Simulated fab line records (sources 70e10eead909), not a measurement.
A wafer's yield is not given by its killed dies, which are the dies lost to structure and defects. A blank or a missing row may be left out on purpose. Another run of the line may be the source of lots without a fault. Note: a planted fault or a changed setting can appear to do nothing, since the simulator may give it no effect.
fab line records	flow nand_harc	part 2 of 2: steps 5 to 6 of 6
record lots=24	wafers=72	last_day=24
route steps=1159 shown A_SGD_CUT@765 A_SLIT@794 A_CONTACT@854
lots with no fault: from the same line, run without faults
start_h: hours from the record's first day to the start of the lot's first wafer shown	wait_h: hours since the lot's step before	" repeats the value in the row above	L1.1+2: several wafers, shown together as one row	- no value, or no start was given	* or withheld: withheld	< > ~ a bound
route shown NAME@n: NAME is a module with steps in the file, n the number in the route of the first one	usual: mean and standard deviation over wafers with no fault	same: alike in all rows	chamber/n: place in a boat	sites: per-site readings	_std_site: standard deviation across them	_edge_site: the outer-site mean with the inner-site mean subtracted	radius_mm: for every site, how far away it sits from the centre of the wafer	mask NAME#n: copy n	behind: the last tool/chamber to shape the wafer	hold: reason for holding the lot/hours on hold/outcome of the hold	device: names the non-switching transistor (n, p or np)	end of line: at the end of the route, the tests of the same wafers	a step with no rows: only its recipe	killed: count of dies lost to structure and defects at first sort (not the wafer's yield)	map: shows each die of a wafer: x if killed, . if not, _ if none is there
set.NAME: the setting as run; set.NAME@STEP: as run at that earlier step	model.NAME: the simulator's own value behind a step, which no gauge read
steps of the route over a sample of lots; a table a step, a row a wafer
services: when a tool's chamber went out of use (start_h, in hours from the record's first day, below 0 if earlier), for how many hours, and the reason
## steps
# step NHARC_A_CONTACT_CD_MEAS_42
# recipe target_cd_nm=200	landing_energy_ev=500
# usual cd_nm=200.6/0.63
# same landing_energy_ev=500
lot.wafer	tool	chamber	start_h	wait_h	cd_nm
L074.1	cd_sem-02	0	354.09	-	199.0
L074.5	"	0	"	"	200.3
L074.6	"	0	"	"	201.5
L076.4	cd_sem-02	0	376.34	-	200.4
L076.5	"	0	"	"	200.7
L076.6	"	0	"	"	201.5
L075.1	cd_sem-01	0	381.13	-	200.9
L075.3	"	0	"	"	201.1
L075.6	"	0	"	"	201.0
L077.1	cd_sem-03	0	382.16	-	199.9
L077.4	"	0	"	"	200.2
L077.6	"	0	"	"	200.7
L078.1	cd_sem-01	0	386.60	-	201.5
L078.5	"	0	"	"	201.5
L078.6	"	0	"	"	200.1
L079.1	cd_sem-03	0	391.27	-	200.5
L079.2	"	0	"	"	199.6
L079.6	"	0	"	"	200.4
L082.1	cd_sem-01	0	409.49	-	201.1
L082.4	"	0	"	"	200.3
L082.6	"	0	"	"	201.5
L084.2	cd_sem-03	0	419.68	-	200.8
L084.4	"	0	"	"	200.8
L084.6	"	0	"	"	199.7
L081.2	cd_sem-02	0	421.88	-	201.4
L081.3	"	0	"	"	199.4
L081.6	"	0	"	"	199.9
L083.1	cd_sem-01	0	422.79	-	199.6
L083.2	"	0	"	"	200.8
L083.6	"	0	"	"	200.4
L080.1	cd_sem-03	0	425.86	-	200.2
L080.3	"	0	"	"	199.8
L080.5	"	0	"	"	200.5
L087.1	cd_sem-03	0	446.19	-	199.8
L087.4	"	0	"	"	201.3
L087.6	"	0	"	"	200.0
L086.1	cd_sem-03	0	446.49	-	199.5
L086.2	"	0	"	"	200.2
L086.5	"	0	"	"	200.2
L089.1	cd_sem-02	0	454.23	-	201.7
L089.4	"	0	"	"	201.1
L089.6	"	0	"	"	199.8
L085.1	cd_sem-01	0	455.29	-	200.1
L085.2	"	0	"	"	200.1
L085.3	"	0	"	"	199.9
L088.2	cd_sem-01	0	458.55	-	200.1
L088.3	"	0	"	"	200.4
L088.6	"	0	"	"	200.9
L091.4	cd_sem-02	0	461.89	-	200.8
L091.5	"	0	"	"	200.3
L091.6	"	0	"	"	201.3
L090.1	cd_sem-02	0	463.96	-	201.5
L090.3	"	0	"	"	199.6
L090.6	"	0	"	"	201.3
L092.3	cd_sem-03	0	471.73	-	200.4
L092.4	"	0	"	"	201.1
L092.6	"	0	"	"	200.7
L093.2	cd_sem-03	0	472.43	-	199.8
L093.3	"	0	"	"	201.1
L093.4	"	0	"	"	200.0
L094.1	cd_sem-02	0	490.08	-	201.1
L094.2	"	0	"	"	200.8
L094.5	"	0	"	"	201.4
L095.1	cd_sem-03	0	491.17	-	200.4
L095.3	"	0	"	"	200.7
L095.6	"	0	"	"	201.8
L096.1	cd_sem-01	0	504.72	-	201.4
L096.2	"	0	"	"	201.0
L096.6	"	0	"	"	202.1
L097.3	cd_sem-03	0	509.08	-	201.4
L097.4	"	0	"	"	200.2
L097.6	"	0	"	"	200.1
# step NHARC_A_CONTACT_DESCUM_47
# recipe time_s=3	o2_flow_sccm=200	ar_flow_sccm=0	bias_power_w=0	chemistry=O2
# usual drypump_motor_current_A=5.6/0.51	oes_product_au=0.997/0.014	rf_vpp_V=57.7/0.85	showerhead_plenum_p_Torr=1.93/0.061	throttle_valve_pct=11.311/0.0093
lot.wafer	tool	chamber	start_h	wait_h	drypump_motor_current_A	oes_product_au	rf_hours_counter_h	rf_vpp_V	showerhead_plenum_p_Torr	throttle_valve_pct
L074.1	rie_diel-04	3	354.30	0.1	5.4	1.019	6	58.2	2.01	11.310
L074.6	"	1	"	"	5.0	0.981	-	57.7	1.90	11.297
L074.5	"	2	"	"	5.8	1.021	-	57.5	1.97	11.314
L076.4	rie_diel-04	1	376.52	0.1	5.1	0.960	11	58.8	1.90	11.318
L076.6	"	1	"	"	5.1	0.962	-	56.5	1.90	11.315
L076.5	"	2	"	"	5.8	1.003	-	56.7	1.97	11.313
L075.1	rie_diel-04	2	381.32	0.1	5.8	1.014	12	58.2	1.97	11.315
L075.3	"	0	"	"	6.0	1.022	11	59.2	1.89	11.324
L075.6	"	3	"	"	5.5	1.020	-	59.0	2.01	11.306
L077.1	rie_diel-05	1	382.36	0.1	5.2	0.984	8	58.0	2.05	11.309
L077.6	"	2	"	"	6.3	1.005	-	58.5	1.95	11.293
L077.4	"	0	"	"	6.3	0.986	-	56.5	1.87	11.309
L078.1	rie_diel-04	0	386.79	0.1	5.9	1.009	12	55.9	1.89	11.316
L078.6	"	0	"	"	5.9	1.011	-	57.8	1.89	11.304
L078.5	"	1	"	"	5.0	0.968	-	57.1	1.90	11.316
L079.1	rie_diel-07	1	391.48	0.1	4.9	0.976	61	57.9	1.94	11.320
L079.2	"	2	"	"	6.6	1.013	53	56.9	1.88	11.318
L079.6	"	0	"	"	5.0	0.995	-	58.5	2.06	11.305
L082.1	rie_diel-04	0	409.68	0.1	6.0	1.002	17	57.5	1.89	11.317
L082.4	"	1	"	"	5.1	0.986	18	58.6	1.90	11.318
L082.6	"	0	"	"	5.9	1.019	-	57.5	1.89	11.313
L084.4	rie_diel-04	2	419.87	0.1	5.7	1.002	19	57.6	1.96	11.303
L084.2	"	0	"	"	6.0	1.004	19	59.4	1.89	11.310
L084.6	"	1	"	"	5.1	0.973	-	58.5	1.90	11.326
L081.3	rie_diel-07	1	422.08	0.1	4.9	0.994	4	57.2	1.93	11.303
L081.2	"	2	"	"	6.6	0.984	4	58.1	1.87	11.307
L081.6	"	0	"	"	5.1	0.982	-	58.1	2.05	11.318
L083.2	rie_diel-04	3	422.99	0.1	5.4	1.000	21	58.0	2.01	11.298
L083.1	"	2	"	"	5.8	0.992	20	57.6	1.96	11.316
L083.6	"	3	"	"	5.4	1.012	-	57.6	2.01	11.315
L080.1	rie_diel-05	3	426.06	0.1	6.3	1.004	29	56.9	1.85	11.324
L080.3	"	0	"	"	6.3	0.979	30	57.5	1.87	11.335
L080.5	"	2	"	"	6.3	1.005	-	56.9	1.94	11.305
L087.1	rie_diel-04	1	446.39	0.1	5.1	0.978	24	58.8	1.90	11.304
L087.4	"	3	"	"	5.5	1.012	24	57.3	2.01	11.308
L087.6	"	1	"	"	5.1	0.992	-	57.6	1.90	11.321
L086.2	rie_diel-05	3	446.69	0.1	6.3	1.009	36	56.9	1.85	11.325
L086.1	"	0	"	"	6.3	0.992	37	58.5	1.87	11.321
L086.5	"	3	"	"	6.3	1.013	-	57.4	1.85	11.310
L089.4	rie_diel-07	2	454.43	0.1	6.6	0.995	14	57.3	1.87	11.309
L089.1	"	1	"	"	4.9	0.978	15	57.6	1.93	11.305
L089.6	"	2	"	"	6.6	0.999	-	57.3	1.87	11.318
L085.1	rie_diel-04	2	455.47	0.1	5.8	1.008	26	56.9	1.96	11.309
L085.2	"	3	"	"	5.4	1.012	27	58.6	2.00	11.313
L085.3	"	1	"	"	5.1	0.975	26	57.6	1.90	11.294
L088.3	rie_diel-04	1	458.73	0.1	5.1	0.987	27	57.4	1.90	11.310
L088.2	"	2	"	"	5.8	1.009	27	58.5	1.96	11.294
L088.6	"	2	"	"	5.8	1.012	-	56.9	1.96	11.298
L091.4	rie_diel-04	0	462.17	0.2	6.0	1.007	25	56.8	1.88	11.318
L091.6	"	0	"	"	5.9	1.007	-	58.1	1.88	11.331
L091.5	"	1	"	"	5.1	0.984	-	56.9	1.90	11.295
L090.1	rie_diel-04	1	464.16	0.1	5.1	0.987	30	57.7	1.89	11.303
L090.3	"	3	"	"	5.4	1.003	30	58.9	2.00	11.314
L090.6	"	1	"	"	5.1	0.966	-	58.5	1.89	11.301
L092.3	rie_diel-05	1	471.93	0.1	5.3	0.984	43	58.1	2.04	11.304
L092.4	"	2	"	"	6.3	1.000	46	57.1	1.94	11.306
L092.6	"	3	"	"	6.3	1.017	-	57.4	1.85	11.306
L093.2	rie_diel-07	3	472.83	0.3	5.1	0.997	22	57.7	1.91	11.308
L093.3	"	0	"	"	5.1	0.978	23	57.1	2.05	11.309
L093.4	"	2	"	"	6.6	0.993	23	56.6	1.87	11.306
L094.1	rie_diel-04	1	490.29	0.1	5.1	1.004	2	57.9	1.89	11.298
L094.2	"	2	"	"	5.8	1.010	3	56.2	1.96	11.303
L094.5	"	0	"	"	6.0	1.008	-	56.8	1.88	11.309
L095.1	rie_diel-07	1	491.36	0.1	4.9	0.994	30	56.9	1.93	11.329
L095.3	"	0	"	"	5.1	0.979	27	58.2	2.05	11.324
L095.6	"	1	"	"	4.9	0.994	-	59.2	1.93	11.296
L096.1	rie_diel-05	3	504.92	0.1	6.3	1.008	59	58.7	1.84	11.324
L096.2	"	0	"	"	6.3	0.984	61	58.1	1.86	11.313
L096.6	"	2	"	"	6.3	0.996	-	56.9	1.93	11.311
L097.4	rie_diel-05	2	509.26	0.1	6.3	1.006	58	58.9	1.93	11.324
L097.3	"	0	"	"	6.3	0.988	62	56.1	1.86	11.324
L097.6	"	2	"	"	6.3	1.004	-	57.1	1.93	11.283
## services
tool	chamber	start_h	hours	kind
rie_diel-10	1	287.53	16.2	repair
rie_diel-04	-	289.08	9.0	pm
rie_diel-11	2	301.84	5.4	repair
rie_diel-02	0	303.22	1.9	repair
rie_diel-10	0	305.77	8.5	repair
rie_diel-03	2	311.84	4.6	repair
rie_diel-12	-	312.63	0.4	repair
rie_diel-01	-	314.85	9.0	pm
rie_diel-10	3	316.29	3.0	repair
rie_diel-04	0	317.84	13.0	repair
rie_diel-02	-	328.14	9.0	pm
rie_diel-10	-	333.17	0.3	repair
rie_diel-10	-	353.50	9.0	pm
rie_diel-12	3	359.54	4.2	repair
rie_diel-11	-	366.50	9.0	pm
rie_diel-12	-	379.47	9.0	pm
rie_diel-11	0	383.97	8.5	repair
rie_diel-10	1	391.33	5.2	repair
rie_diel-03	-	392.30	9.0	pm
rie_diel-12	-	433.03	2.9	repair
rie_diel-04	0	449.74	7.2	repair
rie_diel-04	-	466.09	9.0	pm
rie_diel-11	2	488.15	10.6	repair
rie_diel-02	-	505.14	9.0	pm
